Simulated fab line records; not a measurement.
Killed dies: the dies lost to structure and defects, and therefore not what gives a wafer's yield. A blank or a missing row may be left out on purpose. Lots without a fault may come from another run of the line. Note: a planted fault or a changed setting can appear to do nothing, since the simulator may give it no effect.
fab line records || flow n5-finfet
record: {"lots": 5, "wafers": 13, "last-day": 18}
route steps=1938 shown BEOL_M3@979 BEOL_M4@1111 PASSIVATION@1936
lots that met no fault: taken from a fault-free run of the same line
start-h: hours from the record's first day to the start of the lot's first wafer shown || wait-h: hours from the lot's prior step to this one || " as in the row above || L1.1+2: one row covering several wafers at once || - either no value or no given start || * or withheld: withheld || < > ~ a bound
route shown NAME@n: a module of which the file shows steps, and the number in the route of the first || usual: mean and standard deviation over wafers with no fault || same: alike in all rows || chamber/n: place in a boat || sites: readings site by site || _std_site: how widely they spread, as a standard deviation || _edge_site: mean of outer sites minus mean of inner sites || radius-mm: for every site, how far away it sits from the centre of the wafer || mask NAME#n: copy n || behind: tool/chamber where the wafer was last shaped || hold: why the lot went on hold/how many hours it stayed there/how the hold came to an end || device: the n, p or np transistor that did not switch || end of line: at the end of the route, the tests of the same wafers || for a step that has no rows: nothing shown but its recipe || killed: dies lost to structure and defects at the first sort, not the wafer's yield || map: a wafer's dies, x killed, . not, _ none there
set.NAME: the setting that was run; set.NAME@STEP: the one run at that earlier step || model.NAME: the simulator's own value behind a step, which no gauge read
lots at selected steps of the route; one table per step, one row per wafer
services: when a tool's chamber went out of use (start-h, in hours from the record's first day, below 0 if earlier), for how many hours, and the reason
== steps ==
step: N5_BEOL_M3_STRIP_36
recipe: {"chemistry": "N2/H2", "power-w": 450, "temp-c": 40, "pressure-mtorr": 20, "rf-frequency-hz": 6e+07, "overash-fraction": 0.3, "bias-power-w": 7, "h2-frac": 0.5, "n2-flow-sccm": 200, "h2-flow-sccm": 200}
step: N5_BEOL_M3_TRENCH_ETCH_37
recipe: {"chemistry": "C4F6/O2", "target-depth-a": 555.55, "target": "SiOC", "time-s": 29.2, "ion-energy-ev": 250, "pressure-mtorr": 30, "source-w": 355, "bias-w": 185, "Ar_flow_sccm": 300, "C4F6_flow_sccm": 10, "O2_flow_sccm": 10}
step: N5_BEOL_M3_ETCH_41
recipe: {"chemistry": "CH3F/O2", "target": "SiCN", "target-depth-a": 299, "taper-deg": 2, "time-s": 52.5, "ion-energy-ev": 120, "mask-material": "TiN", "pressure-mtorr": 30, "source-w": 395, "bias-w": 75, "Ar_flow_sccm": 150, "CH3F_flow_sccm": 30, "O2_flow_sccm": 20}
step: N5_BEOL_M3_STRIP_97
recipe: {"chemistry": "N2/H2", "time-s": 10, "power-w": 450, "temp-c": 40, "pressure-mtorr": 20, "rf-frequency-hz": 6e+07, "bias-power-w": 7, "n2-flow-sccm": 200, "h2-flow-sccm": 200}
step: N5_BEOL_M3_HM_STRIP_39
recipe: {"chemistry": "peroxide-tin-strip", "material": "TiN", "target-depth-a": 250, "temp-c": 50, "time-s": 158}
step: N5_BEOL_M3_SRD_40
recipe: {"time-s": 30, "temp-c": 23, "rinse-liquid": "diw", "dry": "ipa-marangoni"}
step: N5_BEOL_M3_PRECLEAN_42
recipe: {"chemistry": "residue-remover", "time-s": 60, "temp-c": 40}
step: N5_BEOL_M3_SRD_43
recipe: {"time-s": 30, "temp-c": 23, "rinse-liquid": "diw", "dry": "ipa-marangoni"}
step: N5_BEOL_M3_DEGAS_44
recipe: {"ambient": "vacuum", "temp-c": 250, "time-s": 60}
step: N5_BEOL_M3_PRE_CLEAN_45
recipe: {"gas": "H2/He", "time-s": 30, "temp-c": 250}
step: N5_BEOL_M3_ALD_84
recipe: {"material": "TaN", "target-thk-a": "*", "temp-c": 275, "ald-precursor-family": "PDMAT", "ald-co-reactant": "NH3", "pressure-torr": 3, "carrier-flow-sccm": 1500, "pulse-time-s": 2, "purge-time-s": 3, "co-reactant-purge-time-s": 2, "co-reactant-pulse-time-s": 3, "ald-cycles": 30, "precursor-vessel-temp-c": 75, "precursor-vessel-pressure-torr": 26.25, "precursor-vessel-carrier-sccm": 1000}
usual: {"ald-cycles": "30/0", "heater-power-w": "414/45"}
{"lot.wafer": "L822.1", "tool": "ald-metal-02", "chamber": 2, "start-h": 168.71, "wait-h": 0.0, "ald-cycles": 30, "heater-power-w": 329, "model.TaN_of_BEOL_M3_ALD_84.thk-nm": "*"}
{"lot.wafer": "L822.2", "tool": "ald-metal-02", "chamber": 3, "start-h": 168.71, "wait-h": 0.0, "ald-cycles": 30, "heater-power-w": 426, "model.TaN_of_BEOL_M3_ALD_84.thk-nm": "*"}
{"lot.wafer": "L822.3", "tool": "ald-metal-02", "chamber": 1, "start-h": 168.71, "wait-h": 0.0, "ald-cycles": 30, "heater-power-w": 363, "model.TaN_of_BEOL_M3_ALD_84.thk-nm": "*"}
{"lot.wafer": "L824.4", "tool": "ald-metal-02", "chamber": 1, "start-h": 185.59, "wait-h": 0.2, "ald-cycles": 30, "heater-power-w": 367, "model.TaN_of_BEOL_M3_ALD_84.thk-nm": "*"}
{"lot.wafer": "L824.5", "tool": "ald-metal-02", "chamber": 3, "start-h": 185.59, "wait-h": 0.2, "ald-cycles": 38, "heater-power-w": 436, "model.TaN_of_BEOL_M3_ALD_84.thk-nm": "*"}
{"lot.wafer": "L824.6", "tool": "ald-metal-02", "chamber": 0, "start-h": 185.59, "wait-h": 0.2, "ald-cycles": 38, "heater-power-w": 366, "model.TaN_of_BEOL_M3_ALD_84.thk-nm": "*"}
{"lot.wafer": "L830.4", "tool": "ald-metal-02", "chamber": 0, "start-h": 221.14, "wait-h": 0.1, "ald-cycles": 30, "heater-power-w": 382, "model.TaN_of_BEOL_M3_ALD_84.thk-nm": "*"}
{"lot.wafer": "L830.6", "tool": "ald-metal-02", "chamber": 1, "start-h": 221.14, "wait-h": 0.1, "ald-cycles": 38, "heater-power-w": 363, "model.TaN_of_BEOL_M3_ALD_84.thk-nm": "*"}
{"lot.wafer": "L832.1", "tool": "ald-metal-02", "chamber": 0, "start-h": 224.02, "wait-h": 0.0, "ald-cycles": 30, "heater-power-w": 366, "model.TaN_of_BEOL_M3_ALD_84.thk-nm": "*"}
{"lot.wafer": "L832.5", "tool": "ald-metal-02", "chamber": 3, "start-h": 224.02, "wait-h": 0.0, "ald-cycles": 38, "heater-power-w": 440, "model.TaN_of_BEOL_M3_ALD_84.thk-nm": "*"}
{"lot.wafer": "L843.2", "tool": "ald-metal-03", "chamber": 1, "start-h": 303.39, "wait-h": 0.2, "ald-cycles": 30, "heater-power-w": 478, "model.TaN_of_BEOL_M3_ALD_84.thk-nm": "*"}
{"lot.wafer": "L843.5", "tool": "ald-metal-03", "chamber": 0, "start-h": 303.39, "wait-h": 0.2, "ald-cycles": 30, "heater-power-w": 382, "model.TaN_of_BEOL_M3_ALD_84.thk-nm": "*"}
{"lot.wafer": "L843.6", "tool": "ald-metal-03", "chamber": 1, "start-h": 303.39, "wait-h": 0.2, "ald-cycles": 30, "heater-power-w": 465, "model.TaN_of_BEOL_M3_ALD_84.thk-nm": "*"}
step: N5_BEOL_M3_SURFACE_TREAT_85
recipe: {"gas": "Ar", "time-s": "*", "ion-energy-ev": "*", "ion-current-ma-cm2": 0.5, "pressure-mtorr": "*", "ar-flow-sccm": 30}
step: N5_BEOL_M3_CVD_47
recipe: {"material": "Co", "target-thk-a": 30, "temp-c": "withheld", "precursor": "CCTBA/H2", "pressure-torr": 30, "time-s": 223.8}
step: N5_BEOL_M3_SPUTTER_48
recipe: {"material": "Cu", "target-thk-a": 45, "temp-c": -20, "chamber-pressure-pa": 0.07, "power-w": "withheld", "time-s": 8.29}
step: N5_BEOL_M3_ANNEAL_49
recipe: {"temp-c": 400, "time-s": 240, "ambient": "vacuum"}
step: N5_BEOL_M3_SPUTTER_79
recipe: {"material": "Cu", "target-thk-a": 45, "temp-c": -20, "chamber-pressure-pa": 0.07, "power-w": "withheld", "time-s": 8.29}
step: N5_BEOL_M3_ANNEAL_80
recipe: {"temp-c": 400, "time-s": 240, "ambient": "vacuum"}
step: N5_BEOL_M3_SPUTTER_81
recipe: {"material": "Cu", "target-thk-a": 45, "temp-c": -20, "chamber-pressure-pa": 0.07, "power-w": "withheld", "time-s": 8.29}
step: N5_BEOL_M3_ANNEAL_82
recipe: {"temp-c": 400, "time-s": 240, "ambient": "vacuum"}
step: N5_BEOL_M3_SPUTTER_86
recipe: {"material": "Cu", "target-thk-a": 45, "temp-c": -20, "chamber-pressure-pa": 0.07, "power-w": "withheld", "time-s": 8.29}
step: N5_BEOL_M3_ANNEAL_87
recipe: {"temp-c": 400, "time-s": 240, "ambient": "vacuum"}
step: N5_BEOL_M3_SPUTTER_88
recipe: {"material": "Cu", "target-thk-a": 45, "temp-c": -20, "chamber-pressure-pa": 0.07, "power-w": "withheld", "time-s": 8.29}
step: N5_BEOL_M3_ANNEAL_89
recipe: {"temp-c": 400, "time-s": 240, "ambient": "vacuum"}
step: N5_BEOL_M3_SPUTTER_90
recipe: {"material": "Cu", "target-thk-a": 45, "temp-c": -20, "chamber-pressure-pa": 0.07, "power-w": "withheld", "time-s": 8.29}
step: N5_BEOL_M3_ANNEAL_91
recipe: {"temp-c": 400, "time-s": 240, "ambient": "vacuum"}
step: N5_BEOL_M3_SPUTTER_92
recipe: {"material": "Cu", "target-thk-a": 45, "temp-c": -20, "chamber-pressure-pa": 0.07, "power-w": "withheld", "time-s": 8.29}
step: N5_BEOL_M3_ANNEAL_93
recipe: {"temp-c": 400, "time-s": 240, "ambient": "vacuum"}
step: N5_BEOL_M3_SPUTTER_94
recipe: {"material": "Cu", "target-thk-a": 45, "temp-c": -20, "chamber-pressure-pa": 0.07, "power-w": "withheld", "time-s": 8.29}
step: N5_BEOL_M3_ANNEAL_95
recipe: {"temp-c": 400, "time-s": 240, "ambient": "vacuum"}
step: N5_BEOL_M3_SPUTTER_96
recipe: {"material": "Cu", "target-thk-a": 45, "temp-c": -20, "chamber-pressure-pa": 0.07, "power-w": "withheld", "time-s": 8.29}
step: N5_BEOL_M3_ECD_50
recipe: {"material": "Cu", "target-thk-a": 3000}
step: N5_BEOL_M3_ANNEAL_51
recipe: {"temp-c": 225, "time-s": 90, "ambient": "N2"}
step: N5_BEOL_M3_CMP_52
recipe: {"stop-on": "SiOC", "t-overpolish-s": 6.8, "down-force-psi": 1, "platen-rpm": 50, "clearing-platen-down-force-psi": 1.5, "clearing-platen-rpm": 50, "post-cmp-clean": "cu-alkaline", "target-thk-nm": 40, "clearing-platen-pad-velocity-m-s": 0.99484, "pad-velocity-m-s": 0.99484}
step: N5_BEOL_M3_PRE_CLEAN_60
recipe: {"gas": "NH3/H2", "time-s": 15, "temp-c": "*", "rf-power-w": 300}
step: N5_BEOL_M3_CO_CAP_55
recipe: {"material": "Co", "target-thk-a": 20, "temp-c": 200, "precursor": "CCTBA/H2", "pressure-torr": 30, "time-s": 102.1}
step: N5_BEOL_M3_PRE_CLEAN_56
recipe: {"gas": "NH3", "time-s": 15, "temp-c": "withheld", "rf-power-w": 300}
step: N5_BEOL_M3_DEP_57
recipe: {"material": "SiCN", "target-thk-a": 80, "temp-c": "withheld", "precursor": "3MS/NH3", "pressure-torr": 3, "rf-w": 202, "time-s": 14}
step: N5_BEOL_M4_RC_MEAS_101
usual: {"CHAIN_V2": "228/11", "CHAIN_V2_max_site": "236/12", "DIBL_N": "36.4/2.7", "DIBL_P": "36/3.2", "IOFF_N": "0.16/0.046", "IOFF_P": "0.21/0.055", "ION_N": "677/15", "ION_P": "464/11", "SS_N": "71.5/0.79", "SS_P": "73.3/0.93", "VT_N": "250/4.1", "VT_P": "-251/4.4"}
{"lot.wafer": "L822.1", "tool": "prober-02", "chamber": 0, "start-h": 200.77, "wait-h": 0.0, "CHAIN_V2[ohm/link]": 230, "CHAIN_V2_max_site[ohm/link]": 238, "DIBL_N[mV/V]": 38.9, "DIBL_P[mV/V]": 38, "IOFF_N[nA/um]": 0.21, "IOFF_P[nA/um]": 0.26, "ION_N[uA/um]": 679, "ION_P[uA/um]": 470, "SS_N[mV/dec]": 71.8, "SS_P[mV/dec]": 74.6, "VT_N[mV]": 243, "VT_P[mV]": -248}
{"lot.wafer": "L822.2", "tool": "prober-02", "chamber": 0, "start-h": 200.77, "wait-h": 0.0, "CHAIN_V2[ohm/link]": 228, "CHAIN_V2_max_site[ohm/link]": 240, "DIBL_N[mV/V]": 38.8, "DIBL_P[mV/V]": 40, "IOFF_N[nA/um]": 0.22, "IOFF_P[nA/um]": 0.28, "ION_N[uA/um]": 704, "ION_P[uA/um]": 480, "SS_N[mV/dec]": 72.2, "SS_P[mV/dec]": 74.1, "VT_N[mV]": 242, "VT_P[mV]": -247}
{"lot.wafer": "L822.3", "tool": "prober-02", "chamber": 0, "start-h": 200.77, "wait-h": 0.0, "CHAIN_V2[ohm/link]": 231, "CHAIN_V2_max_site[ohm/link]": 239, "DIBL_N[mV/V]": 41.6, "DIBL_P[mV/V]": 41, "IOFF_N[nA/um]": 0.27, "IOFF_P[nA/um]": 0.29, "ION_N[uA/um]": 700, "ION_P[uA/um]": 471, "SS_N[mV/dec]": 72.8, "SS_P[mV/dec]": 74.8, "VT_N[mV]": 243, "VT_P[mV]": -245}
{"lot.wafer": "L824.4", "tool": "prober-02", "chamber": 0, "start-h": 207.21, "wait-h": 0.5, "CHAIN_V2[ohm/link]": 254, "CHAIN_V2_max_site[ohm/link]": 262, "DIBL_N[mV/V]": 36.5, "DIBL_P[mV/V]": 36, "IOFF_N[nA/um]": 0.16, "IOFF_P[nA/um]": 0.21, "ION_N[uA/um]": 672, "ION_P[uA/um]": 460, "SS_N[mV/dec]": 71.5, "SS_P[mV/dec]": 73.0, "VT_N[mV]": 249, "VT_P[mV]": -251}
{"lot.wafer": "L824.5", "tool": "prober-02", "chamber": 0, "start-h": 207.21, "wait-h": 0.5, "CHAIN_V2[ohm/link]": 296, "CHAIN_V2_max_site[ohm/link]": 304, "DIBL_N[mV/V]": 34.8, "DIBL_P[mV/V]": 33, "IOFF_N[nA/um]": 0.13, "IOFF_P[nA/um]": 0.17, "ION_N[uA/um]": 668, "ION_P[uA/um]": 465, "SS_N[mV/dec]": 71.4, "SS_P[mV/dec]": 71.8, "VT_N[mV]": 250, "VT_P[mV]": -251}
{"lot.wafer": "L824.6", "tool": "prober-02", "chamber": 0, "start-h": 207.21, "wait-h": 0.5, "CHAIN_V2[ohm/link]": 280, "CHAIN_V2_max_site[ohm/link]": 290, "DIBL_N[mV/V]": 37.0, "DIBL_P[mV/V]": 36, "IOFF_N[nA/um]": 0.17, "IOFF_P[nA/um]": 0.22, "ION_N[uA/um]": 686, "ION_P[uA/um]": 462, "SS_N[mV/dec]": 71.7, "SS_P[mV/dec]": 73.2, "VT_N[mV]": 248, "VT_P[mV]": -248}
{"lot.wafer": "L830.4", "tool": "prober-02", "chamber": 0, "start-h": 238.69, "wait-h": 0.5, "CHAIN_V2[ohm/link]": 234, "CHAIN_V2_max_site[ohm/link]": 242, "DIBL_N[mV/V]": 37.1, "DIBL_P[mV/V]": 37, "IOFF_N[nA/um]": 0.18, "IOFF_P[nA/um]": 0.22, "ION_N[uA/um]": 701, "ION_P[uA/um]": 478, "SS_N[mV/dec]": 71.4, "SS_P[mV/dec]": 74.4, "VT_N[mV]": 245, "VT_P[mV]": -251}
{"lot.wafer": "L830.6", "tool": "prober-02", "chamber": 0, "start-h": 238.69, "wait-h": 0.5, "CHAIN_V2[ohm/link]": 293, "CHAIN_V2_max_site[ohm/link]": 301, "DIBL_N[mV/V]": 37.6, "DIBL_P[mV/V]": 38, "IOFF_N[nA/um]": 0.18, "IOFF_P[nA/um]": 0.22, "ION_N[uA/um]": 683, "ION_P[uA/um]": 462, "SS_N[mV/dec]": 71.9, "SS_P[mV/dec]": 74.0, "VT_N[mV]": 247, "VT_P[mV]": -250}
{"lot.wafer": "L832.1", "tool": "prober-02", "chamber": 0, "start-h": 249.36, "wait-h": 0.0, "CHAIN_V2[ohm/link]": 229, "CHAIN_V2_max_site[ohm/link]": 234, "DIBL_N[mV/V]": 31.1, "DIBL_P[mV/V]": 30, "IOFF_N[nA/um]": 0.11, "IOFF_P[nA/um]": 0.14, "ION_N[uA/um]": 661, "ION_P[uA/um]": 450, "SS_N[mV/dec]": 69.8, "SS_P[mV/dec]": 72.1, "VT_N[mV]": 251, "VT_P[mV]": -256}
{"lot.wafer": "L832.5", "tool": "prober-02", "chamber": 0, "start-h": 249.36, "wait-h": 0.0, "CHAIN_V2[ohm/link]": 270, "CHAIN_V2_max_site[ohm/link]": 275, "DIBL_N[mV/V]": 32.4, "DIBL_P[mV/V]": 32, "IOFF_N[nA/um]": 0.12, "IOFF_P[nA/um]": 0.16, "ION_N[uA/um]": 666, "ION_P[uA/um]": 455, "SS_N[mV/dec]": 71.2, "SS_P[mV/dec]": 72.9, "VT_N[mV]": 253, "VT_P[mV]": -255}
{"lot.wafer": "L843.2", "tool": "prober-01", "chamber": 0, "start-h": 319.60, "wait-h": 0.2, "CHAIN_V2[ohm/link]": 226, "CHAIN_V2_max_site[ohm/link]": 236, "DIBL_N[mV/V]": 35.0, "DIBL_P[mV/V]": 35, "IOFF_N[nA/um]": 0.14, "IOFF_P[nA/um]": 0.15, "ION_N[uA/um]": 662, "ION_P[uA/um]": 449, "SS_N[mV/dec]": 71.4, "SS_P[mV/dec]": 72.9, "VT_N[mV]": 252, "VT_P[mV]": -256}
{"lot.wafer": "L843.5", "tool": "prober-01", "chamber": 0, "start-h": 319.60, "wait-h": 0.2, "CHAIN_V2[ohm/link]": 228, "CHAIN_V2_max_site[ohm/link]": 234, "DIBL_N[mV/V]": 36.2, "DIBL_P[mV/V]": 36, "IOFF_N[nA/um]": 0.15, "IOFF_P[nA/um]": 0.15, "ION_N[uA/um]": 667, "ION_P[uA/um]": 447, "SS_N[mV/dec]": 72.0, "SS_P[mV/dec]": 73.0, "VT_N[mV]": 251, "VT_P[mV]": -257}
{"lot.wafer": "L843.6", "tool": "prober-01", "chamber": 0, "start-h": 319.60, "wait-h": 0.2, "CHAIN_V2[ohm/link]": 236, "CHAIN_V2_max_site[ohm/link]": 250, "DIBL_N[mV/V]": 29.7, "DIBL_P[mV/V]": 30, "IOFF_N[nA/um]": 0.07, "IOFF_P[nA/um]": 0.10, "ION_N[uA/um]": 631, "ION_P[uA/um]": 438, "SS_N[mV/dec]": 70.5, "SS_P[mV/dec]": 71.5, "VT_N[mV]": 260, "VT_P[mV]": -263}
sites CHAIN_V2 radius-mm=0,75,75,75,75,140,140,140,140
L822.1 230 232 238 232 233 229 222 217 223
L824.4 257 262 255 258 254 250 242 250 243
L830.4 236 242 239 234 234 226 232 230 223
L832.1 229 229 234 229 223 219 230 227 224
L843.2 229 236 231 236 225 222 226 226 218
step: N5_PASSIVATION_PROBE_49
usual: {"defect-limited-yield": "91.1/1.4", "killed_at_M0_to_M3": "34/9.7", "killed_at_M4_up": "13/5.1", "killed-at-contacts": "14/6.3", "killed-at-front-end": "40/11", "killed-at-other": "3.5/2.7", "killed-dies": "105/16", "killed-open": "70/12", "killed-short": "34/7.8", "sort_bin_4_leakage": "0.02/0.13", "sort_bin_5_function": "5.2/0.88", "sort_bin_6_memory": "3.3/0.7", "sort_bin_8_speed": "0.1/0.62", "sort-n-pass": "1074/17", "sort-yield-pct": "91.0/1.5"}
same: {"gross-dies": 1180, "killed-at-back-side": 0}
{"lot.wafer": "L830.6", "tool": "prober-01", "chamber": "-", "start-h": 339.57, "wait-h": 0.3, "defect-limited-yield[%]": 92.5, "killed_at_M0_to_M3": 25, "killed_at_M4_up": 16, "killed-at-contacts": 8, "killed-at-front-end": 31, "killed-at-other": 8, "killed-dies": 88, "killed-open": 60, "killed-short": 27, "sort_bin_4_leakage[%]": 0, "sort_bin_5_function[%]": 4.5, "sort_bin_6_memory[%]": 2.3, "sort_bin_8_speed[%]": 0.1, "sort-n-pass": 1092, "sort-yield-pct[%]": 92.5}
killed by level:class
L830.6 STI_FIN_REVEAL:geometric-particle:open=8 MOL_CONTACT_COAG:geometric-particle:open=7 GATE_CUT:geometric-particle:open=6 BEOL_M0_SAQP:geometric-particle:short=6 BEOL_M0_SAQP:geometric-particle:open=5 BEOL_M5:geometric-particle:open=5 FIN_SAQP:geometric-particle:open=4 BEOL_M3:geometric-particle:open=4
== services ==
{"tool": "ald-metal-02", "chamber": 2, "start-h": 208.62, "hours": 5.0, "kind": "repair"}
{"tool": "ald-metal-02", "chamber": "-", "start-h": 264.15, "hours": 0.7, "kind": "repair"}
{"tool": "ald-metal-02", "chamber": 1, "start-h": 283.70, "hours": 4.5, "kind": "repair"}
== key ==
first-sign: {"step": "N5_BEOL_M3_ALD_84", "reading": "ald-cycles", "direction": "up", "sigmas": "99+", "usual": "*", "struck": "*"}
effect: {"step": "N5_BEOL_M4_RC_MEAS_101", "reading": "CHAIN_V2", "direction": "up", "sigmas": 5.4, "usual": 228, "struck": 285}
effect: {"step": "N5_BEOL_M4_RC_MEAS_101", "reading": "CHAIN_V2_max_site", "direction": "up", "sigmas": 4.7, "usual": 236, "struck": 293}
model-effect: {"step": "N5_BEOL_M3_ALD_84", "value": "TaN_of_BEOL_M3_ALD_84.thk-nm", "without": "*", "struck": "*"}
met-at N5_BEOL_M3_ALD_84
struck-wafers L824.5,L824.6,L830.6,L832.5
onset-between 168.71 185.59
fault: {"kind": "process-parameter-drift", "tool": "ald-metal-02", "chamber": "-", "onset-h": 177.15, "steps": "N5_BEOL_M3_ALD_84", "channel": "ald-cycles", "offset": "*", "shape": "step", "end-h": 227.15, "scope": "struck-wafers-only", "acts-in": "*", "stated": "*"}
